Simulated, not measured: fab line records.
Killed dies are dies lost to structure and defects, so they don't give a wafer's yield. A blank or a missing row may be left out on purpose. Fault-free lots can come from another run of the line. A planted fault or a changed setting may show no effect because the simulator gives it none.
Which of the tools did it? | flow n5-finfet | 11 lots, 33 wafers sampled, at 5 steps of a route of 1938

## WHAT THE GAUGES SHOWED, per wafer
The record lacks any reading of a measuring or inspecting step that a usual standard deviation could be used to judge.

## WHICH TOOL RAN EACH LOT (tool, then ch and the chambers of the sampled wafers, then the start)
lot  | N5_BEOL_M4_ALD_98                 | N5_PASSIVATION_AL_DEP_21     | N5_PASSIVATION_ETCH_59            | N5_PASSIVATION_DESCUM_46           | N5_PASSIVATION_PROBE_49
L304 | ald-sin-02 ch 0,1,2, day 8 08:08  | pvd-sputter-02, day 14 07:19 | rie-metal-02 ch 0,1, day 14 08:29 | rie-diel-06 ch 0,2,3, day 14 10:16 | prober-01, day 14 13:19
L305 | ald-sin-04 ch 0,2,3, day 9 00:51  | pvd-sputter-03, day 14 00:08 | rie-metal-02 ch 0,1, day 14 01:10 | rie-diel-05 ch 0,2,3, day 14 02:43 | prober-02, day 14 05:46
L308 | ald-sin-02 ch 1,2,3, day 10 02:56 | pvd-sputter-03, day 15 03:53 | rie-metal-02 ch 0,1, day 15 04:56 | rie-diel-06 ch 1,2, day 15 06:10   | prober-01, day 15 09:13
L309 | ald-sin-04 ch 0,1,3, day 10 14:29 | pvd-sputter-03, day 15 08:02 | rie-metal-01 ch 0,1, day 15 10:00 | rie-diel-05 ch 1,2, day 15 11:15   | prober-02, day 15 14:52
L316 | ald-sin-02 ch 1,2, day 11 01:34   | pvd-sputter-03, day 16 17:20 | rie-metal-02 ch 0,1, day 16 18:27 | rie-diel-05 ch 0,1,3, day 16 19:42 | prober-01, day 16 22:49
L314 | ald-sin-02 ch 0,2,3, day 11 03:47 | pvd-sputter-02, day 16 17:46 | rie-metal-01 ch 0,1, day 16 18:49 | rie-diel-03 ch 0,1,2, day 16 20:07 | prober-02, day 16 23:12
L319 | ald-sin-04 ch 0,2,3, day 12 02:17 | pvd-sputter-02, day 17 02:29 | rie-metal-03 ch 0,1, day 17 04:17 | rie-diel-03 ch 1,2,3, day 17 05:39 | prober-02, day 17 08:41
L323 | ald-sin-03 ch 0,2,3, day 13 02:34 | pvd-sputter-03, day 17 22:03 | rie-metal-02 ch 0,1, day 17 23:19 | rie-diel-06 ch 0,2, day 18 00:49   | prober-01, day 18 03:52
L320 | ald-sin-02 ch 0,3, day 14 10:59   | pvd-sputter-01, day 19 14:32 | rie-metal-03 ch 0,1, day 19 15:43 | rie-diel-05 ch 0,1,3, day 19 17:05 | prober-02, day 19 20:11
L325 | ald-sin-02 ch 0,2, day 14 18:13   | pvd-sputter-03, day 19 13:47 | rie-metal-03 ch 0,1, day 19 14:59 | rie-diel-05 ch 0,2, day 19 16:30   | prober-01, day 19 19:40
L327 | ald-sin-03 ch 0,1,2, day 15 00:55 | pvd-sputter-01, day 20 14:47 | rie-metal-03 ch 0,1, day 20 16:10 | rie-diel-05 ch 1,2,3, day 20 17:32 | -
- N5_BEOL_M4_ALD_98: deposits SiO2, target thk 2.5 nm, pulse time 1 s, co reactant pulse time 1 s.
- N5_PASSIVATION_AL_DEP_21: deposits Al, target thk 2800 nm, time 170 s.
- N5_PASSIVATION_ETCH_59: etches TaN in Cl2/BCl3, target depth 65 nm, time 34.9 s.
- N5_PASSIVATION_DESCUM_46: chemistry O2, time 7.9 s.
- N5_PASSIVATION_PROBE_49

## AS READ BY THE TOOLS THEMSELVES (means over the sampled wafers that have a number; for cases with no such wafer, the mark the record gives instead)
N5_BEOL_M4_ALD_98.
lot  | tool       | heater-power-w (W) | precursor-pulse-height-rel
L304 | ald-sin-02 | 80                 | 1.004
L305 | ald-sin-04 | 71                 | 1.017
L308 | ald-sin-02 | 80                 | 0.989
L309 | ald-sin-04 | 74                 | 0.994
L316 | ald-sin-02 | 77                 | 1.023
L314 | ald-sin-02 | 82                 | 1.014
L319 | ald-sin-04 | 74                 | 1.023
L323 | ald-sin-03 | 81                 | 0.968
L320 | ald-sin-02 | 84                 | 0.995
L325 | ald-sin-02 | 78                 | 0.991
L327 | ald-sin-03 | 78                 | 1.015

N5_PASSIVATION_AL_DEP_21.
lot  | tool           | throttle-valve-pct (%)
L304 | pvd-sputter-02 | 30.5
L305 | pvd-sputter-03 | 30.1
L308 | pvd-sputter-03 | 28.3
L309 | pvd-sputter-03 | 29.9
L316 | pvd-sputter-03 | 29.8
L314 | pvd-sputter-02 | 29.2
L319 | pvd-sputter-02 | 30.4
L323 | pvd-sputter-03 | 28.7
L320 | pvd-sputter-01 | 29.9
L325 | pvd-sputter-03 | 27.7
L327 | pvd-sputter-01 | 29.3

N5_PASSIVATION_ETCH_59.
lot  | tool         | drypump-motor-current-A (A) | he-backside-leak-sccm (sccm) | oes-product-au (a.u.) | throttle-valve-pct (%)
L304 | rie-metal-02 | 5.45                        | 3.20                         | 0.83                  | 21.10
L305 | rie-metal-02 | 5.57                        | 3.22                         | 0.76                  | 20.89
L308 | rie-metal-02 | 5.47                        | 3.24                         | 0.82                  | 21.11
L309 | rie-metal-01 | 6.06                        | 3.40                         | 0.83                  | 20.98
L316 | rie-metal-02 | 5.58                        | 3.29                         | 0.74                  | 20.90
L314 | rie-metal-01 | 5.98                        | 3.37                         | 0.74                  | 21.05
L319 | rie-metal-03 | 5.82                        | 3.34                         | 0.83                  | 21.24
L323 | rie-metal-02 | 5.45                        | 3.25                         | 0.80                  | 21.12
L320 | rie-metal-03 | 5.65                        | 3.39                         | 0.78                  | 21.31
L325 | rie-metal-03 | 5.87                        | 3.32                         | 0.81                  | 21.28
L327 | rie-metal-03 | 5.81                        | 3.44                         | 0.79                  | 21.27

N5_PASSIVATION_DESCUM_46.
lot  | tool        | drypump-motor-current-A (A) | oes-product-au (a.u.) | rf-vpp-V (V) | showerhead-plenum-p-Torr (Torr) | throttle-valve-pct (%)
L304 | rie-diel-06 | 5.4                         | 0.84                  | 242.5        | 2.06                            | 20.45
L305 | rie-diel-05 | 6.1                         | 0.74                  | 242.5        | 2.06                            | 20.54
L308 | rie-diel-06 | 5.7                         | 0.73                  | 242.1        | 2.01                            | 20.55
L309 | rie-diel-05 | 6.3                         | 0.77                  | 243.4        | 2.13                            | 20.58
L316 | rie-diel-05 | 6.1                         | 0.89                  | 243.1        | 2.11                            | 20.36
L314 | rie-diel-03 | 5.7                         | 0.78                  | 242.3        | 2.07                            | 20.61
L319 | rie-diel-03 | 5.5                         | 0.84                  | 243.1        | 2.09                            | 20.41
L323 | rie-diel-06 | 5.6                         | 0.76                  | 241.9        | 2.06                            | 20.39
L320 | rie-diel-05 | 6.1                         | 0.84                  | 243.2        | 2.10                            | 20.38
L325 | rie-diel-05 | 6.4                         | 0.89                  | 242.6        | 2.05                            | 20.25
L327 | rie-diel-05 | 6.1                         | 0.87                  | 242.9        | 2.10                            | 20.49

N5_PASSIVATION_PROBE_49.
lot  | tool      | defect-limited-yield (%) | killed_at_M0_to_M3 | killed_at_M4_up | killed-at-contacts | killed-at-front-end | killed-at-other | killed-dies | killed-on-rim | killed-open | killed-short | sort_bin_5_function (%) | sort_bin_6_memory (%) | sort_bin_8_speed (%) | sort-n-pass | sort-yield-pct (%)
L304 | prober-01 | 89.5                     | 50                 | 10              | 13                 | 50                  | 2               | 124         | 16            | 76          | 46           | 6.1                     | 4.0                   | 0.00                 | 1056        | 89.5
L305 | prober-02 | 90.9                     | 45                 | 8               | 14                 | 38                  | 3               | 107         | 12            | 73          | 30           | 4.7                     | 4.1                   | 0.00                 | 1073        | 90.9
L308 | prober-01 | 90.3                     | 35                 | 11              | 8                  | 54                  | 7               | 114         | 12            | 76          | 35           | 5.6                     | 3.8                   | 0.00                 | 1066        | 90.3
L309 | prober-02 | 91.3                     | 37                 | 17              | 9                  | 33                  | 6               | 103         | 12            | 68          | 34           | 5.0                     | 3.5                   | 0.00                 | 1077        | 91.3
L316 | prober-01 | 86.7                     | 38                 | 82              | 12                 | 22                  | 3               | 157         | 21            | 55          | 25           | 8.2                     | 3.0                   | 0.03                 | 1023        | 86.7
L314 | prober-02 | 87.0                     | 31                 | 59              | 14                 | 46                  | 4               | 153         | 20            | 75          | 40           | 8.4                     | 3.5                   | 0.00                 | 1027        | 87.0
L319 | prober-02 | 91.4                     | 32                 | 12              | 14                 | 42                  | 1               | 101         | 16            | 69          | 30           | 5.0                     | 3.2                   | 0.00                 | 1079        | 91.4
L323 | prober-01 | 90.6                     | 31                 | 13              | 16                 | 47                  | 5               | 111         | 16            | 77          | 34           | 5.5                     | 3.6                   | 0.00                 | 1069        | 90.6
L320 | prober-02 | 92.1                     | 24                 | 13              | 16                 | 31                  | 9               | 93          | 15            | 64          | 27           | 4.6                     | 3.1                   | 0.00                 | 1087        | 92.1
L325 | prober-01 | 91.1                     | 37                 | 12              | 10                 | 43                  | 2               | 105         | 11            | 72          | 31           | 5.2                     | 3.5                   | 0.00                 | 1075        | 91.1

## THE ANSWER, worked out from the rows above alone
Rule: the usual values come from the lots themselves. The widest of any qualifying gaps counts: lots, ordered by their means at a reading, are off when they make up no more than a third of the lots, leave a main group of 4 or more, and stand apart from it by 3 or more times the standard deviation of that group's means. A main group whose means are all the same, to the digits that the tables above print for the reading, isn't used. A lot without any number at a reading at which 4 lots or more have one is off too. All remaining lots with rows at the step are treated as sound. After the gauges, taken in route order, come the tools' own readings; for these a lot's mean is taken, as printed above. The first step at which some lot is off is used, and at that step the reading that is off furthest; a lot without a number counts as furthest.
Off at N5_PASSIVATION_PROBE_49 (killed_at_M4_up): L316, L314. Mean 12 and standard deviation 2.4 in the main group. Neither off nor sound, because the step has no rows for them: L327.
A tool fits if, at that step or a process step before it, it ran every lot that is off, and no sound lot after the first of them. Not one of the candidates tried fits.

## WHAT HAD BEEN PUT IN BY THE SIMULATOR
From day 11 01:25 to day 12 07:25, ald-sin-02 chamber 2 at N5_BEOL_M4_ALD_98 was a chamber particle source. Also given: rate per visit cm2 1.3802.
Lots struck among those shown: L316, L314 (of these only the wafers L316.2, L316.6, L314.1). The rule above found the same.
